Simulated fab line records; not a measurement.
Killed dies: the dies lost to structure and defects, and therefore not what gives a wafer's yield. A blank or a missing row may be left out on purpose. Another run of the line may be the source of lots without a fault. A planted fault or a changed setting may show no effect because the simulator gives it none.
Struck lot and sound lot, side by side || flow n5Finfet || 15 steps out of a route of 1938
Sound: the wafers L787.1, L787.3, L787.6. Struck: wafer L796.5 (L796.2, L796.4, from the same lot, were not struck and are left out); the cause is given at the end.
For every step that has rows: the tool of each side, followed by ch and its chambers, followed by its first start. Under that, the readings that differ: sound wafers || struck wafers || difference of the means || sigmas: that difference in standard deviations of wafers without a fault.
alike: words and numbers the same on both sides, and readings whose means are apart by under 2 such deviations; not compared: readings that were withheld, readings missing a value for some wafer, numbers with overlapping values and no deviation given by the record, and bounds like >300 which may hide the same value.
Wherever a step has rows on one side only, a row that says differs or no value, or a row with sigmas, the two part there. Numbers that don't overlap but have no deviation are shown without sigmas and don't part them. A reading that every wafer of one side lacks parts them only if that side has two wafers or more.

first, 1 step without rows for these wafers: N5_BEOL_M0_SAQP_STRIP_80 (strips in N2/H2).
N5_BEOL_M0_SAQP_HM_OPEN_112: chemistry CHF3/O2, target SiO2, stops on a-Si, target depth 12 nm, time 13.5 s.
  sound on rieDiel-05 ch 2,3, day 5 19:37; struck on rieDiel-06 ch 2, day 8 01:50
  alike: drypumpMotorCurrentA, oes_o_777_au, oesProductAu, rfVppV, showerheadPlenumPTorr, throttleValvePct
  not compared: rfHoursCounterH
then, 2 steps without rows for these wafers: N5_BEOL_M0_SAQP_STRIP_113 (strips in CHF3/O2); N5_BEOL_M0_SAQP_MANDREL_ETCH_20 (etches a-Si in HBr/Cl2, stops on SiNx, target depth 60 nm, bt time 10 s, time 30 s).
N5_BEOL_M0_SAQP_STRIP_86: strips in N2/H2.
  sound on rieDiel-02 ch 2,3, day 5 20:07; struck on rieDiel-06 ch 0, day 8 02:01
  alike: drypumpMotorCurrentA, oesProductAu, rfVppV, showerheadPlenumPTorr, tempC, throttleValvePct
  not compared: rfHoursCounterH
then, 3 steps without rows for these wafers: N5_BEOL_M0_SAQP_STRIP_115 (strips in post etch residue remover, time 60 s); N5_BEOL_M0_SAQP_SRD_93 (time 30 s); N5_BEOL_M0_SAQP_RECESS_114 (chemistry HF/NH3, target SiO2, target depth 14.4 nm, afs cycles 3, sublimation time 60 s).
N5_BEOL_M0_SAQP_SPACER1_ALD_98: deposits SiO2, target thk 12.8 nm, pulse time 1 s, purge time 2 s.
  sound on aldSin-01 ch 1,2,3, day 5 20:48; struck on aldSin-03 ch 1, day 8 02:38
  alike: heaterPowerW, precursorPulseHeightRel
N5_BEOL_M0_SAQP_SPACER1_ETCHBACK_99: etches SiO2 in CHF3/O2, target depth 15.4 nm, time 7.7 s.
  sound on rieDiel-05 ch 2,3, day 5 21:20; struck on rieDiel-06 ch 1, day 8 03:08
{"reading": "drypumpMotorCurrentA (A)", "sound": "5.0 5.6 5.6", "struck": 6.6, "difference": "+1.2", "sigmas": "+3"}
  alike: oes_o_777_au, oesProductAu, rfVppV, showerheadPlenumPTorr, throttleValvePct
  not compared: rfHoursCounterH
then, 1 step without rows for these wafers: N5_BEOL_M0_SAQP_MANDREL1_REMOVE_100 (chemistry HBr/Cl2/O2, target a-Si, stops on SiNx, bt time 10 s).
N5_BEOL_M0_SAQP_CD_MEAS_25: the cd target is 13.1 nm.
  sound on cdSem-02 ch 0, day 5 21:32; struck on cdSem-03 ch 0, day 8 03:20
  alike: cdNm
N5_BEOL_M0_SAQP_ETCH_101: etches SiNx in CH3F/O2, target depth 29.9 nm, time 42.7 s.
  sound on rieDiel-02 ch 0,3, day 5 21:40; struck on rieDiel-02 ch 3, day 8 03:25
{"reading": "oesProductAu (a.u.)", "sound": "0.77 0.75 0.76", "struck": 0.95, "difference": "+0.19", "sigmas": "+2"}
{"reading": "model.etch.depthNm (nm)", "sound": "29.98 29.27 29.39", "struck": 42.93, "difference": "+13.38", "sigmas": ""}
  alike: CH3F_flow_sccm, drypumpMotorCurrentA, oes_o_777_au, rfVppV, showerheadPlenumPTorr, throttleValvePct
  not compared: rfHoursCounterH
N5_BEOL_M0_SAQP_ETCH_102: etches SiO2 in CF4, target depth 4 nm, time 4.4 s.
  sound on rieSi-04 ch 1,2, day 5 21:47; struck on rieSi-06 ch 1, day 8 03:31
{"reading": "throttleValvePct (%)", "sound": "22.19 22.22 22.24", "struck": 21.62, "difference": -0.60, "sigmas": -3}
  alike: drypumpMotorCurrentA, oesProductAu
  not compared: rfHoursCounterH
-- here the record skips 3 days between the struck wafers' starts before and after, leaving off in module BEOL_M0_SAQP and picking up in module BEOL_M4 (first step shown: number 1111 of the route) --
N5_BEOL_M4_RC_MEAS_101:
  sound on prober-01 ch 0, day 7 23:04; struck on prober-01 ch 0, day 10 21:46
  alike: DIBL_N, DIBL_P, IOFF_N, IOFF_P, ION_N, ION_P, SS_N, SS_P, VT_N, VT_P

WHERE THEY PART
At N5_BEOL_M0_SAQP_SPACER1_ETCHBACK_99 first; at N5_BEOL_M0_SAQP_ETCH_102 last (within this record only). Later steps at which nothing parts them and some readings are alike: N5_BEOL_M4_RC_MEAS_101.

WHY: what had been put in by the simulator
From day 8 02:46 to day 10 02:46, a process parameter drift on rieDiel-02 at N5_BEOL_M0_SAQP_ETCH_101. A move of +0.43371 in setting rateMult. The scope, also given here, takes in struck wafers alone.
